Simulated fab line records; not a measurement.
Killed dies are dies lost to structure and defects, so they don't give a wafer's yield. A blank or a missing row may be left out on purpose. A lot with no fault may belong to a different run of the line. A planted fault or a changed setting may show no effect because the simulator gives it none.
Struck lot and sound lot, side by side -- flow nand-harc -- 15 out of 1159 route steps
Sound: wafers L330.1, L330.3, L330.5. Struck: wafers L342.2, L342.3, L342.6. Last of all comes the cause.
Each step with rows lists, per side, the tool, then ch with its chambers, then its first start. Under that, the readings that differ: sound wafers -- struck wafers -- difference of the means -- sigmas: that difference in standard deviations of wafers without a fault.
alike: readings with means less than 2 such deviations apart, plus words and numbers identical on both sides. not compared: withheld readings, readings lacking a value on some wafer, bounds such as >300 that could conceal the same value, and numbers that have no deviation in the record and whose values overlap.
The two part at a step that has a row with sigmas, a row that says differs or no value, or rows on one side only. Non-overlapping numbers with no deviation appear without sigmas and do not part them. A reading that every wafer of one side lacks parts them only if that side has two wafers or more.

first, 3 steps without rows for these wafers: NHARC_P_GATE_EXPOSE_08 (exposes mask P HV); NHARC_P_GATE_PEB_09 (peb time 85 s); NHARC_P_GATE_DEVELOP_10 (time 70 s).
NHARC_P_GATE_CD_MEAS_11: the cd target is 1640 nm.
  sound on cd-sem-03 ch 0, day 4 08:29; struck on cd-sem-02 ch 0, day 7 10:54
  alike: cd-nm
then, 1 step without rows for these wafers: NHARC_P_GATE_HARDBAKE_12 (time 80 s).
NHARC_P_GATE_DESCUM_13: chemistry O2, time 3 s.
  sound on rie-diel-07 ch 0,2, day 4 08:38; struck on rie-diel-10 ch 0,1, day 7 11:04
reading,sound,struck,difference,sigmas
drypump-motor-current-A (A),6.26 6.02 6.02,5.30 5.62 5.62,-0.59,-2
  alike: oes-product-au, rf-vpp-V, showerhead-plenum-p-Torr, throttle-valve-pct
  not compared: rf-hours-counter-h
then, 6 steps without rows for these wafers: NHARC_P_GATE_ETCH_14 (etches SiO2 in dHF, target depth 48.8 nm); NHARC_P_GATE_STRIP_15 (strips in SPM, time 780 s); NHARC_P_GATE_PRECLEAN_71 (cleans in SC1); NHARC_P_GATE_SRD_72; NHARC_P_GATE_OXIDE_16 (material SiO2, target thk 3 nm, ox time 392 s); NHARC_P_GATE_CVD_17 (deposits poly-Si, target thk 150 nm, time 900 s).
NHARC_P_GATE_HM_DEP_102: deposits aC, target thk 120 nm.
  sound on acl-dep-01 ch 0, day 4 21:16; struck on acl-dep-03 ch 0, day 8 03:26
  alike: throttle-valve-pct
NHARC_P_GATE_DEP_103: deposits SiON, target thk 30 nm.
  sound on pecvd-01 ch 1,2, day 4 21:55; struck on pecvd-03 ch 0,2, day 8 04:13
  alike: heater-power-w
  not compared: since-wet-clean-h
-- break in the record here, with 15 days between the starts of the struck wafers on either side (left off in module P_GATE, picked up again in module END, where the first step shown is number 1159 on the route) --
NHARC_END_SORT_01:
  sound on prober-01 ch 0, day 19 16:44; struck on prober-02 ch 0, day 23 00:41
reading,sound,struck,difference,sigmas
killed-at-periphery,1 1 0,6 6 8,+6,+3
  alike: killed-at-array, killed-at-other, killed-dies, killed-open, killed-short

WHERE THEY PART
Earliest at NHARC_P_GATE_DESCUM_13; latest, in this record, at NHARC_END_SORT_01.

WHY: what had been put in by the simulator
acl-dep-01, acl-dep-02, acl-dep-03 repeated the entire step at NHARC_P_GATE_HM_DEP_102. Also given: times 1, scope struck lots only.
